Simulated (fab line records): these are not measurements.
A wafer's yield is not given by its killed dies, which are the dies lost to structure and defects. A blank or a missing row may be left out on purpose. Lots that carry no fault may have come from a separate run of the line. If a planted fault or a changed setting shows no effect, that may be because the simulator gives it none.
A lot that was struck, set against a sound lot -- flow n5Finfet -- 15 out of 1938 route steps
Sound: the wafers L894.2, L894.4, L894.6. Wafers struck: L901.2, L901.3, L901.5. Last of all comes the cause.
At each step with rows: each side's tool, then ch and its chambers, then its first start. Under that, the readings that differ: sound wafers -- struck wafers -- difference of the means -- sigmas: that difference in standard deviations of wafers without a fault.
alike: readings with means less than 2 such deviations apart, plus words and numbers identical on both sides. not compared: withheld readings, readings lacking a value on some wafer, bounds such as >300 that could conceal the same value, and numbers that have no deviation in the record and whose values overlap.
The two part at a step that has a row with sigmas, a row that says differs or no value, or rows on one side only. Non-overlapping numbers with no deviation appear without sigmas and do not part them. A reading that every wafer of one side lacks parts them only if that side has two wafers or more.

first, 1 step without rows for these wafers: N5_BEOL_M12_HARDBAKE_14 (time 120 s).
N5_BEOL_M12_CD_MEAS_10 targets a cd of 140 nm.
  sound on cdSem-01 ch 0, day 13 00:45; struck on cdSem-02 ch 0, day 16 11:34
  alike: cdNm
N5_BEOL_M12_OVL_MEAS_11:
  sound on overlay-02 ch 0, day 13 00:47; struck on overlay-01 ch 0, day 16 11:35
  alike: V11_OVL
N5_BEOL_M12_INSPECT_12: inspects for defects (macro).
  sound on defectInspect-02 at day 13 00:49; struck on defectInspect-01 at day 16 11:37
  alike: rawDefectCount
N5_BEOL_M12_DESCUM_15: chemistry O2, time 7.9 s.
  sound on rieDiel-05 ch 0,2,3, day 13 00:53; struck on rieDiel-04 ch 0,3, day 16 11:39
  alike: drypumpMotorCurrentA, oesProductAu, rfVppV, showerheadPlenumPTorr, tempC, throttleValvePct
  not compared: rfHoursCounterH
N5_BEOL_M12_ETCH_59: etches BARC in N2/H2, target depth 89 nm, overetch 26.7 nm, time 67.9 s.
  sound on rieDiel-05 ch 0,2,3, day 13 00:56; struck on rieDiel-04 ch 0,3, day 16 11:41
  alike: drypumpMotorCurrentA, oesProductAu, rfVppV, showerheadPlenumPTorr, throttleValvePct
  not compared: rfHoursCounterH
N5_BEOL_M12_VIA_ETCH_16: etches SiOC in C4F8/O2/Ar, target depth 724.8 nm.
  sound on rieDiel-05 ch 0,2,3, day 13 00:59; struck on rieDiel-04 ch 0,3, day 16 11:44
  alike: drypumpMotorCurrentA, oesProductAu, rfVppV, showerheadPlenumPTorr, throttleValvePct
N5_BEOL_M12_STRIP_63: strips in N2/H2.
  sound on plasmaAsher-02 ch 0,1, day 13 01:11; struck on plasmaAsher-01 ch 0,1, day 16 11:56
  alike: drypumpMotorCurrentA, heaterPowerW, oesProductAu, stripTimeToEndpointS, tempC
  not compared: rfHoursCounterH
N5_BEOL_M12_STRIP_64: strips in N2/H2.
  sound on plasmaAsher-02 ch 0,1, day 13 01:14; struck on plasmaAsher-01 ch 0,1, day 16 11:59
reading,sound,struck,difference,sigmas
stripTimeToEndpointS (s),31.54 31.41 31.48,31.21 31.30 31.24,-0.23,-3
  alike: drypumpMotorCurrentA, heaterPowerW, oesProductAu, tempC
  not compared: rfHoursCounterH
then, 2 steps without rows for these wafers: N5_BEOL_M12_STRIP_71 (strips in post etch residue remover, time 60 s); N5_BEOL_M12_SRD_72 (time 30 s, dry time 30 s).
N5_BEOL_M12_CD_MEAS_17 targets a cd of 140 nm.
  sound on cdSem-01 at day 13 01:23; struck on cdSem-02 at day 16 12:09
  alike: cdNm
N5_BEOL_M12_COAT_65: time 60 s, resist thk 300 nm.
  sound on lithoTrack-03 ch 0, day 13 01:25; struck on lithoTrack-03 ch 0, day 16 12:11
reading,sound,struck,difference,sigmas
spinSpeedRpm (rpm),1499.6 1498.0 1499.8,1766.3 1765.2 1763.5,+265.9,+99 or more
model.SOC_of_BEOL_M12_COAT_65.thkNm (nm),300.4 300 299.4,275.6 276.2 276,-24.0,
  alike: heaterPowerTotalW, plateTempC
then, 2 steps without rows for these wafers: N5_BEOL_M12_COAT_66 (time 60 s, resist thk 110 nm); N5_PASSIVATION_PROBE_49.

WHERE THEY PART
At N5_BEOL_M12_STRIP_64 first; at N5_BEOL_M12_COAT_65 last (within this record only).

WHY: whatever the simulator had introduced
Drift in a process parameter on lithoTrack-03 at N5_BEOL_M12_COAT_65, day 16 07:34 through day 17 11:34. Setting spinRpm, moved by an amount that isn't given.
